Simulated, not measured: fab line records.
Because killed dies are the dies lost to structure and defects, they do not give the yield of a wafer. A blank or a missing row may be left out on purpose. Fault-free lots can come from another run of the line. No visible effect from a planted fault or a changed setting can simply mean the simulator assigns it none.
Which tool was responsible? + flow n5 finfet + at 1 step of a route of 1938, 11 lots with 33 wafers sampled

== WHAT EACH GAUGE READ, for each wafer ==
N5_BEOL_M15_CD_MEAS_10 targets a cd of 360 nm.
| lot  | measured     | on        | cd nm (nm)        |
|------|--------------|-----------|-------------------|
| L688 | day 11 02:31 | cd sem-01 | 362.3 361.8 361.1 |
| L689 | day 11 16:31 | cd sem-03 | 362.3 361.0 362.5 |
| L692 | day 11 22:35 | cd sem-01 | 361.3 361.1 361.6 |
| L697 | day 13 08:37 | cd sem-03 | 361.4 361.4 362.3 |
| L699 | day 14 02:29 | cd sem-02 | 360.7 361.8 361.0 |
| L702 | day 14 13:37 | cd sem-01 | 360.7 360.9 360.9 |
| L700 | day 14 16:52 | cd sem-02 | 358.9 358.1 359.6 |
| L705 | day 15 11:46 | cd sem-02 | 360.7 361.6 360.7 |
| L707 | day 16 00:27 | cd sem-01 | 361.2 359.7 359.6 |
| L706 | day 16 00:57 | cd sem-03 | 359.7 360.6 359.1 |
| L711 | day 17 05:23 | cd sem-01 | 358.1 358.7 359.3 |

== EACH LOT AND THE TOOL THAT RAN IT (in order: tool; ch and the chambers of the sampled wafers; start) ==
Record: no process step prior to these readings.

== THE ANSWER, worked out from the rows above alone ==
Rule: what is usual is taken from the lots themselves. The widest of any qualifying gaps counts: lots, ordered by their means at a reading, are off when they make up no more than a third of the lots, leave a main group of 4 or more, and stand apart from it by 3 or more times the standard deviation of that group's means. Not used: any main group whose means are identical at the precision the tables above print for the reading. Also off: a lot with no number at a reading for which 4 or more lots have one. Any other lot the step has rows for is counted as sound.
No lot is off on any of the readings shown, so nothing can be concluded from this.

== WHAT THE SIMULATOR PUT IN ==
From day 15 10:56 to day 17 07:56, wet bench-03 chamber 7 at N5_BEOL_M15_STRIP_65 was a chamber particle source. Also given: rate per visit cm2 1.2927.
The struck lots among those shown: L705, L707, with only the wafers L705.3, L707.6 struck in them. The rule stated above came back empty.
